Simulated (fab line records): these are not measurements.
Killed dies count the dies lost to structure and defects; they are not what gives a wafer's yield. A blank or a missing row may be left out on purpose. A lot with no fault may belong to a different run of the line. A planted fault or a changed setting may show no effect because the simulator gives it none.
fab line records	flow n5Finfet
record lots=6	wafers=16	lastDay=17
route steps=1938 shown BEOL_M15@1797 PASSIVATION@1936
lots that met no fault: from a run of the same line without faults
startH: the number of hours between the record's first day and the start of the first shown wafer of the lot	waitH: how many hours have passed since the lot's step before this one	" identical to the entry in the row above	L1.1+2: one row covering several wafers at once	- no value, or no start given	* or withheld: withheld	< > ~ a bound
route shown NAME@n: NAME is a module with steps in the file, n the number in the route of the first one	usual: mean/standard deviation taken from wafers without a fault	same: alike in all rows	chamber/n: place in a boat	sites: each site's reading	_std_site: standard deviation of those values	_edge_site: outer sites' mean less inner sites'	radiusMm: how far each site lies from the wafer's centre	mask NAME#n: copy n	behind: the last tool/chamber to shape the wafer	hold: reason for holding the lot/hours on hold/outcome of the hold	device: names the non-switching transistor (n, p or np)	end of line: the same wafers' tests at the end of the route	a step with no rows: only its recipe	killed: dies that structure and defects cost at the first sort, which is not the same as the wafer's yield	map: a wafer's dies, marking killed ones x, the rest . and places with no die _
set.NAME: setting as actually run; set.NAME@STEP: the setting as run at that earlier step	model.NAME: the simulator's own value behind a step, which no gauge read
lots at selected steps of the route; one table per step, one row per wafer
services: from which hour (startH, from the record's first day; less than 0 if before it) a tool's chamber was out of use, for how many hours, and why
## steps
# step N5_BEOL_M15_COAT_22
# recipe spinRpm=1704	resistThkNm=800
# step N5_BEOL_M15_EBR_24
# recipe solvent=PGMEA	ebrWidthMm=1.5
# step N5_BEOL_M15_SOFTBAKE_23
# recipe tempC=130	timeS=60
# step N5_BEOL_M15_EXPOSE_25
# recipe maskId=M15	na=0.8	sourceShape=annular	sigmaInner=0.5	sigmaOuter=0.8	polarization=unpolarized	targetCdNm=400	doseMj=35.5
# step N5_BEOL_M15_PEB_26
# recipe pebTempC=130	pebTimeS=90
# step N5_BEOL_M15_DEVELOP_27
# recipe developTimeS=45	rinseLiquid=diw	dry=airSpin	devTempC=21
# step N5_BEOL_M15_HARDBAKE_32
# recipe tempC=130	timeS=120
# step N5_BEOL_M15_CD_MEAS_28
# recipe targetCdNm=407.6	landingEnergyEv=500	detector=seInlens
# usual cdNm=407.4/2.6
# same landingEnergyEv=500
lot.wafer	tool	chamber	startH	waitH	cdNm
L180.2	cdSem-02	0	288.09	-	403.6
L180.3	"	0	"	"	407.8
L180.6	"	0	"	"	404.8
L183.3	cdSem-01	0	311.97	-	408.7
L183.5	"	0	"	"	410.4
L183.6	"	0	"	"	413.6
L190.3	cdSem-02	0	342.68	-	411.1
L190.4	"	0	"	"	405.4
L192.4	cdSem-03	0	368.55	-	406.4
L192.5	"	0	"	"	407.9
L196.1	cdSem-02	0	388.41	-	413.6
L196.2	"	0	"	"	412.2
L196.5	"	0	"	"	409.1
L195.2	cdSem-01	0	389.69	-	404.7
L195.3	"	0	"	"	407.1
L195.5	"	0	"	"	405.9
# step N5_BEOL_M15_OVL_MEAS_29
# recipe pointsPerWafer=44
# usual M15_OVL=-3/4.9
lot.wafer	tool	chamber	startH	waitH	M15_OVL[nm]
L180.2	overlay-01	0	288.12	0.0	5
L180.3	"	0	"	"	-3
L180.6	"	0	"	"	-5
L183.3	overlay-02	0	312.00	0.0	-7
L183.5	"	0	"	"	-3
L183.6	"	0	"	"	-8
L190.3	overlay-02	0	342.71	0.0	-9
L190.4	"	0	"	"	0
L192.4	overlay-01	0	368.58	0.0	-4
L192.5	"	0	"	"	-3
L196.1	overlay-01	0	388.44	0.0	1
L196.2	"	0	"	"	-5
L196.5	"	0	"	"	-7
L195.2	overlay-02	0	389.72	0.0	-3
L195.3	"	0	"	"	-2
L195.5	"	0	"	"	-5
# step N5_BEOL_M15_INSPECT_30
# recipe mode=adi	inspectInstrument=macro
# usual rawDefectCount=2.2/1.4
lot.wafer	tool	chamber	startH	waitH	rawDefectCount
L180.2	defectInspect-02	-	288.14	0.0	3
L180.3	"	-	"	"	3
L180.6	"	-	"	"	5
L183.3	defectInspect-02	-	312.02	0.0	2
L183.5	"	-	"	"	3
L183.6	"	-	"	"	2
L190.3	defectInspect-01	-	342.74	0.0	2
L190.4	"	-	"	"	2
L192.4	defectInspect-02	-	368.60	0.0	3
L192.5	"	-	"	"	1
L196.1	defectInspect-02	-	388.46	0.0	0
L196.2	"	-	"	"	0
L196.5	"	-	"	"	3
L195.2	defectInspect-01	-	389.74	0.0	1
L195.3	"	-	"	"	4
L195.5	"	-	"	"	3
# step N5_BEOL_M15_DESCUM_33
# recipe chemistry=O2	timeS=7.9	sourcePowerW=50	biasPowerW=20	pressureMtorr=20	rfFrequencyHz=2.712e+07	tempC=40	o2FlowSccm=225
# step N5_BEOL_M15_ETCH_61
# recipe chemistry=N2/H2	target=BARC	targetDepthA=890	overetchA=267	timeS=67.9	ionEnergyEv=200	pressureMtorr=30	sourceW=840	biasW=150	n2FlowSccm=200	h2FlowSccm=200
# step N5_BEOL_M15_TRENCH_ETCH_34
# recipe chemistry=C4F8/O2/Ar	target=SiO2	targetDepthA=8729.3	heInnerTorr=15	heOuterTorr=30	timeS=199	ionEnergyEv=800	pressureMtorr=20	sourceW=1905	biasW=2040	Ar_flow_sccm=400	C4F8_flow_sccm=16	O2_flow_sccm=12
# usual drypumpMotorCurrentA=6.0/0.56	oesProductAu=0.77/0.065	rfVppV=2209/57	showerheadPlenumPTorr=3.41/0.11	throttleValvePct=30.8/0.38
lot.wafer	tool	chamber	startH	waitH	drypumpMotorCurrentA	oesProductAu	rfHoursCounterH	rfVppV	showerheadPlenumPTorr	throttleValvePct	model.etch.depthNm
L180.2	rieDiel-02	0	288.56	0.0	5.6	0.88	24	2119	3.49	30.9	841.3
L180.3	"	3	"	"	6.0	0.68	208	2259	3.40	31.3	839.2
L180.6	"	0	"	"	5.6	0.90	-	2119	3.49	30.9	857.6
L183.3	rieDiel-01	3	312.48	0.0	6.2	0.70	221	2193	3.38	30.4	834.1
L183.5	"	2	"	"	6.8	0.75	-	2237	3.28	30.3	884.6
L183.6	"	1	"	"	6.4	0.81	-	2128	3.50	31.5	837.3
L190.3	rieDiel-01	1	343.02	0.0	6.4	0.80	95	2127	3.49	31.5	842.4
L190.4	"	0	"	"	5.1	0.82	89	2238	3.31	30.4	950.3
L192.4	rieDiel-01	3	368.72	0.0	6.3	0.68	237	2190	3.37	30.4	874.6
L192.5	"	2	"	"	6.8	0.73	-	2235	3.28	30.3	928
L196.1	rieDiel-02	2	388.64	0.0	6.2	0.81	81	2186	3.61	30.9	892.9
L196.2	"	0	"	"	5.6	0.83	55	2116	3.48	30.9	839.7
L196.5	"	0	"	"	5.6	0.84	-	2117	3.48	30.9	850.1
L195.2	rieDiel-02	0	389.86	0.0	5.6	0.84	55	2117	3.48	30.9	847.8
L195.3	"	3	"	"	6.0	0.66	241	2257	3.38	31.3	843.3
L195.5	"	3	"	"	6.0	0.65	-	2259	3.38	31.3	841.1
# step N5_BEOL_M15_STRIP_36
# recipe chemistry=O2	powerW=600	tempC=60	pressureMtorr=30	rfFrequencyHz=6e+07	biasPowerW=0	overashFraction=0.3	o2FlowSccm=225
# usual drypumpMotorCurrentA=6.0/0.6	oesProductAu=0.76/0.058	rfVppV=3.7/0.97	showerheadPlenumPTorr=2.07/0.06	throttleValvePct=16.65/0.19
# same overashFraction=0.3
lot.wafer	tool	chamber	startH	waitH	drypumpMotorCurrentA	oesProductAu	rfHoursCounterH	rfVppV	showerheadPlenumPTorr	throttleValvePct
L180.2	rieDiel-01	3	288.91	0.2	6.3	0.70	215	4.3	2.09	16.59
L180.3	"	2	"	"	6.8	0.74	157	4.7	2.01	16.39
L180.6	"	3	"	"	6.3	0.70	-	3.3	2.09	16.61
L183.3	rieDiel-04	2	314.24	1.6	5.7	0.72	207	3.7	2.01	16.68
L183.5	"	0	"	"	6.1	0.70	-	2.4	2.15	16.75
L183.6	"	2	"	"	5.7	0.71	-	4.1	2.01	16.70
L190.3	rieDiel-04	3	348.68	5.5	6.7	0.77	190	2.9	2.01	16.56
L190.4	"	0	"	"	6.0	0.69	226	3.4	2.14	16.77
L192.4	rieDiel-02	0	372.12	3.2	5.6	0.84	50	4.2	2.12	16.64
L192.5	"	0	"	"	5.6	0.84	-	3.9	2.12	16.59
L196.1	rieDiel-01	3	390.24	1.4	6.3	0.68	242	4.6	2.08	16.68
L196.2	"	2	"	"	6.8	0.73	184	3.0	2.01	16.40
L196.5	"	3	"	"	6.3	0.68	-	2.5	2.08	16.62
L195.2	rieDiel-04	3	390.73	0.7	6.6	0.74	200	5.6	2.01	16.62
L195.3	"	0	"	"	6.1	0.68	236	6.0	2.14	16.80
L195.5	"	3	"	"	6.7	0.74	-	5.5	2.01	16.60
# step N5_BEOL_M15_STRIP_62
# recipe chemistry=O2	powerW=600	tempC=60	pressureMtorr=30	rfFrequencyHz=6e+07	biasPowerW=0	overashFraction=0.3	o2FlowSccm=225
# usual drypumpMotorCurrentA=6.0/0.6	oesProductAu=0.76/0.057	rfVppV=3.7/0.47	showerheadPlenumPTorr=2.07/0.06	throttleValvePct=16.65/0.19
# same overashFraction=0.3
lot.wafer	tool	chamber	startH	waitH	drypumpMotorCurrentA	oesProductAu	rfHoursCounterH	rfVppV	showerheadPlenumPTorr	throttleValvePct
L180.2	rieDiel-01	3	-	-	6.3	0.71	215	3.3	2.09	16.58
L180.3	"	2	"	"	6.8	0.76	157	4.7	2.01	16.37
L180.6	"	3	"	"	6.3	0.71	-	3.0	2.09	16.59
L183.3	rieDiel-04	2	-	-	5.7	0.70	207	3.5	2.01	16.71
L183.5	"	0	"	"	6.1	0.70	-	4.1	2.15	16.77
L183.6	"	2	"	"	5.7	0.72	-	4.1	2.01	16.70
L190.3	rieDiel-04	3	-	-	6.6	0.77	190	3.4	2.01	16.60
L190.4	"	0	"	"	6.1	0.69	226	3.8	2.14	16.78
L192.4	rieDiel-02	0	-	-	5.6	0.84	50	4.7	2.12	16.62
L192.5	"	0	"	"	5.5	0.84	-	4.1	2.12	16.63
L196.1	rieDiel-01	3	-	-	6.3	0.69	242	3.5	2.08	16.63
L196.2	"	2	"	"	6.8	0.74	184	4.3	2.01	16.42
L196.5	"	3	"	"	6.2	0.69	-	3.8	2.08	16.63
L195.2	rieDiel-04	3	-	-	6.7	0.75	200	3.7	2.01	16.62
L195.3	"	0	"	"	6.1	0.68	236	3.2	2.14	16.81
L195.5	"	3	"	"	6.7	0.74	-	3.4	2.01	16.61
# step N5_BEOL_M15_STRIP_37
# recipe chemistry=O2	powerW=600	tempC=60	pressureMtorr=30	rfFrequencyHz=6e+07	biasPowerW=0	overashFraction=0.3	o2FlowSccm=225
# step N5_BEOL_M15_ETCH_38
# recipe chemistry=CF4/N2	target=SiCN	targetDepthA=1064	taperDeg=2	timeS=120.5	ionEnergyEv=150	maskMaterial=SiO2	pressureMtorr=40	sourceW=430	biasW=70	Ar_flow_sccm=100	cf4FlowSccm=60	n2FlowSccm=60
# usual drypumpMotorCurrentA=6.0/0.6	oesProductAu=0.76/0.062	rfVppV=381.5/1.8	showerheadPlenumPTorr=2.17/0.064	throttleValvePct=15.37/0.19
lot.wafer	tool	chamber	startH	waitH	drypumpMotorCurrentA	oesProductAu	rfHoursCounterH	rfVppV	showerheadPlenumPTorr	throttleValvePct
L180.2	rieDiel-01	3	-	-	6.2	0.71	215	381.6	2.16	15.21
L180.3	"	2	"	"	6.8	0.75	157	381.5	2.12	15.18
L180.6	"	3	"	"	6.2	0.71	-	381.5	2.16	15.22
L183.3	rieDiel-04	2	-	-	5.7	0.70	207	380.5	2.10	15.41
L183.5	"	0	"	"	6.1	0.69	-	382.9	2.28	15.64
L183.6	"	2	"	"	5.7	0.68	-	379.5	2.10	15.42
L190.3	rieDiel-04	3	-	-	6.6	0.76	190	380.1	2.11	15.32
L190.4	"	0	"	"	6.1	0.67	226	384.9	2.27	15.65
L192.4	rieDiel-02	0	-	-	5.6	0.83	50	381.8	2.23	15.35
L192.5	"	0	"	"	5.6	0.83	-	381.3	2.23	15.35
L196.1	rieDiel-01	3	-	-	6.3	0.68	242	381.0	2.15	15.28
L196.2	"	2	"	"	6.8	0.73	184	380.2	2.11	15.23
L196.5	"	3	"	"	6.3	0.68	-	381.9	2.16	15.27
L195.2	rieDiel-04	3	-	-	6.6	0.76	200	379.9	2.10	15.37
L195.3	"	0	"	"	6.1	0.67	236	383.1	2.27	15.66
L195.5	"	3	"	"	6.7	0.75	-	380.1	2.10	15.36
# step N5_BEOL_M15_PRECLEAN_39
# recipe chemistry=residueRemover	timeS=60	tempC=40
# step N5_BEOL_M15_SRD_40
# recipe timeS=30	tempC=23	rinseLiquid=diw	dry=n2Spin	spinRpm=1500	dryTimeS=30
# step N5_BEOL_M15_DEGAS_41
# recipe ambient=vacuum	tempC=300	timeS=60
# usual heaterPowerW=455/45
lot.wafer	tool	chamber	startH	waitH	heaterPowerW
L180.2	pvdSputter-01	-	289.26	0.0	384
L180.3	"	-	"	"	473
L180.6	"	-	"	"	509
L183.3	pvdSputter-01	-	315.15	0.6	465
L183.5	"	-	"	"	475
L183.6	"	-	"	"	378
L190.3	pvdSputter-01	-	349.03	0.0	465
L190.4	"	-	"	"	483
L192.4	pvdSputter-03	-	372.73	0.3	364
L192.5	"	-	"	"	474
L196.1	pvdSputter-02	-	390.84	0.3	509
L196.2	"	-	"	"	470
L196.5	"	-	"	"	437
L195.2	pvdSputter-02	-	391.28	0.2	421
L195.3	"	-	"	"	481
L195.5	"	-	"	"	509
# step N5_BEOL_M15_PRE_CLEAN_42
# recipe gas=H2/He	timeS=30	tempC=300
# step N5_BEOL_M15_SPUTTER_43
# recipe material=TaN	targetThkA=150	tempC=50	biasV=168.6	powerW=15000	chamberPressurePa=0.12	timeS=24.19
# step N5_BEOL_M15_SPUTTER_44
# recipe material=Ta	targetThkA=150	tempC=50	biasV=80	powerW=15000	chamberPressurePa=0.07	timeS=24.19
# usual throttleValvePct=29.5/0.95
lot.wafer	tool	chamber	startH	waitH	throttleValvePct
L180.2	pvdSputter-01	-	289.42	0.0	29.6
L180.3	"	-	"	"	29.4
L180.6	"	-	"	"	29.6
L183.3	pvdSputter-01	-	315.31	0.0	27.4
L183.5	"	-	"	"	27.5
L183.6	"	-	"	"	29.6
L190.3	pvdSputter-01	-	349.19	0.0	29.3
L190.4	"	-	"	"	27.6
L192.4	pvdSputter-03	-	372.89	0.0	29.3
L192.5	"	-	"	"	30.4
L196.1	pvdSputter-02	-	391.00	0.0	31.0
L196.2	"	-	"	"	29.1
L196.5	"	-	"	"	28.8
L195.2	pvdSputter-02	-	391.44	0.0	31.0
L195.3	"	-	"	"	29.5
L195.5	"	-	"	"	30.8
# step N5_BEOL_M15_SPUTTER_45
# recipe material=Cu	targetThkA=1000	tempC=-20	biasV=60	powerW=26000	chamberPressurePa=0.13	timeS=16.67
# step N5_BEOL_M15_ECD_47
# recipe material=Cu	targetThkA=18600
# step N5_BEOL_M15_ANNEAL_48
# recipe tempC=225	timeS=90	ambient=N2
# step N5_BEOL_M15_CMP_49
# recipe stopOn=SiO2	tOverpolishS=4.9	downForcePsi=2	platenRpm=80	clearingPlatenDownForcePsi=2	clearingPlatenRpm=80	postCmpClean=cuAlkaline	targetThkNm=850	clearingPlatenPadVelocityMS=1.5917	padVelocityMS=1.5917
# usual barrierFieldEndpointS=11.3/0.37	edgeZonePressureFrac=1.000/0.0054	headPressurePsi=2.000/0.0047	motorCurrentA=8.1/0.73	overpolishRunS=4.901/0.0092
lot.wafer	tool	chamber	startH	waitH	barrierFieldEndpointS	edgeZonePressureFrac	headPressurePsi	motorCurrentA	overpolishRunS	model.Cu_of_BEOL_M15_ECD_47.thkNm
L180.2	cmp-03	0	290.15	0.2	10.9	0.999	2.004	9.9	4.882	817.8
L180.3	"	3	"	"	11.5	0.993	2.003	7.6	4.905	818.6
L180.6	"	1	"	"	10.9	0.983	2.002	7.8	4.892	835
L183.3	cmp-02	0	316.23	0.2	11.9	1.004	2.001	7.8	4.910	813.4
L183.5	"	0	"	"	12.3	1.003	2.000	8.0	4.911	864.4
L183.6	"	1	"	"	11.7	1.009	1.995	8.7	4.908	814.8
L190.4	cmp-02	3	350.10	0.3	12.1	1.001	2.001	8.3	4.913	926.6
L190.3	"	1	"	"	11.5	0.990	1.993	9.2	4.899	818
L192.4	cmp-04	2	373.67	0.2	11.4	1.001	2.006	7.2	4.895	853.6
L192.5	"	2	"	"	11.8	0.997	2.005	7.0	4.908	907.2
L196.1	cmp-02	3	391.82	0.3	11.3	0.997	2.009	8.0	4.897	870.6
L196.2	"	0	"	"	11.7	0.997	2.000	8.4	4.899	818
L196.5	"	1	"	"	11.4	1.000	1.991	8.9	4.894	826.2
L195.3	cmp-03	3	392.43	0.2	11.8	1.007	2.002	7.4	4.903	822.4
L195.2	"	1	"	"	10.7	1.003	2.002	7.8	4.897	824.6
L195.5	"	3	"	"	11.5	1.008	1.995	7.2	4.880	820.2
# step N5_BEOL_M15_THK_MEAS_50
# recipe thkMeasGauge=xrf	reads=Cu_of_BEOL_M15_ECD_47
# usual M15_THK=856/26
lot.wafer	tool	chamber	startH	waitH	M15_THK[nm]
L180.2	filmMetro-02	-	290.45	-	829
L180.3	"	-	"	"	826
L180.6	"	-	"	"	845
L183.3	filmMetro-02	-	316.53	-	836
L183.5	"	-	"	"	892
L183.6	"	-	"	"	835
L190.3	filmMetro-02	-	350.36	-	830
L190.4	"	-	"	"	942
L192.4	filmMetro-01	-	373.93	-	872
L192.5	"	-	"	"	926
L196.1	filmMetro-02	-	392.04	-	886
L196.2	"	-	"	"	834
L196.5	"	-	"	"	842
L195.2	filmMetro-01	-	392.69	-	844
L195.3	"	-	"	"	843
L195.5	"	-	"	"	838
# step N5_PASSIVATION_PROBE_49
# usual defectLimitedYield=91.3/1.4	killed_at_M0_to_M3=32/9.5	killed_at_M4_up=14/5.2	killedAtContacts=13/5.7	killedAtFrontEnd=41/12	killedAtOther=3.5/2.6	killedDies=103/17	killedOpen=68/14	killedShort=32/7	sort_bin_5_function=5.0/0.91	sort_bin_6_memory=3.3/0.7	sort_bin_8_speed=0.03/0.22	sortNPass=1076/17	sortYieldPct=91.2/1.4
# same grossDies=1180	killedAtBackSide=0	sort_bin_4_leakage[%]=0
lot.wafer	tool	chamber	startH	waitH	defectLimitedYield[%]	killed_at_M0_to_M3	killed_at_M4_up	killedAtContacts	killedAtFrontEnd	killedAtOther	killedDies	killedOpen	killedShort	sort_bin_5_function[%]	sort_bin_6_memory[%]	sort_bin_8_speed[%]	sortNPass	sortYieldPct[%]
L192.4	prober-01	-	390.05	0.2	89.7	33	28	17	36	7	121	85	34	5.6	4.0	0	1059	89.7
L192.5	prober-01	-	390.10	0.2	91.2	35	9	9	42	9	104	58	34	4.7	2.9	0	1076	91.2
# killed by level:class
L192.4 MOL_CONTACT_COAG:geometricParticle:open=15 BEOL_M2:geometricParticle:open=13 FIN_SAQP:geometricParticle:short=10 BEOL_M4:geometricParticle:open=10 BEOL_M0_SAQP:geometricParticle:short=7 BEOL_M0_SAQP:geometricParticle:open=6 BEOL_M5:geometricParticle:open=6 FIN_SAQP:geometricParticle:open=5
L192.5 HKMG_FIN:areaEtch=12 BEOL_M2:geometricParticle:open=9 MOL_CONTACT_COAG:geometricParticle:open=7 FIN_SAQP:geometricParticle:short=6 BEOL_M0_SAQP:geometricParticle:open=6 BEOL_M0_SAQP:geometricParticle:short=6 BEOL_M3:geometricParticle:short=6 STARTING-WAFER:geometricParticle:open=5
## services
tool	chamber	startH	hours	kind
rieDiel-02	0	264.59	16.2	repair
rieDiel-02	-	271.50	14.6	pm
cmp-02	-	273.23	0.6	repair
cmp-04	-	274.59	0.8	repair
cmp-04	-	275.43	4.6	pm
cmp-03	-	281.20	3.0	repair
cmp-02	-	285.49	0.8	repair
cmp-04	-	287.18	3.8	repair
cmp-03	-	302.98	5.4	pm
pvdSputter-02	-	303.66	4.3	repair
rieDiel-04	1	310.45	4.1	repair
cmp-04	-	314.23	4.0	pm
cmp-03	-	316.32	1.8	repair
pvdSputter-03	-	332.51	3.0	repair
cmp-03	-	340.67	15.1	pm
pvdSputter-02	-	342.91	6.3	repair
rieDiel-04	0	360.64	2.0	repair
rieDiel-02	0	361.79	5.2	repair
cmp-03	-	366.79	3.5	pm
cmp-02	-	368.13	2.6	repair
cmp-03	-	373.84	4.0	pm
rieDiel-04	-	377.92	2.8	pm
cmp-03	-	383.44	1.5	repair
pvdSputter-03	-	385.71	1.1	repair
## key
firstSign step=N5_BEOL_M15_THK_MEAS_50	reading=M15_THK	direction=up	sigmas=2.2	usual=856	struck=913
effect none on later readings
modelEffect step=N5_BEOL_M15_TRENCH_ETCH_34	value=etch.depthNm	without=869	struck=917.6
modelEffect step=N5_BEOL_M15_CMP_49	value=Cu_of_BEOL_M15_ECD_47.thkNm	without=847.1	struck=895.8
metAt N5_BEOL_M15_TRENCH_ETCH_34
struckWafers L190.4,L192.4,L192.5
baselineLoss step=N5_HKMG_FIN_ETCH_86	wafers=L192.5
onsetBetween 312.48 343.02
fault kind=processParameterDrift	tool=rieDiel-01	chamber=-	onsetH=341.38	steps=N5_BEOL_M15_TRENCH_ETCH_34	channel=timeS	offset=*	shape=step	endH=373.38	scope=struckWafersOnly	actsIn=*	stated=*
# baselineLoss: these wafers lose ten dies or more at that step, a loss of the line's own and not of a fault; the sort's usual values leave them out
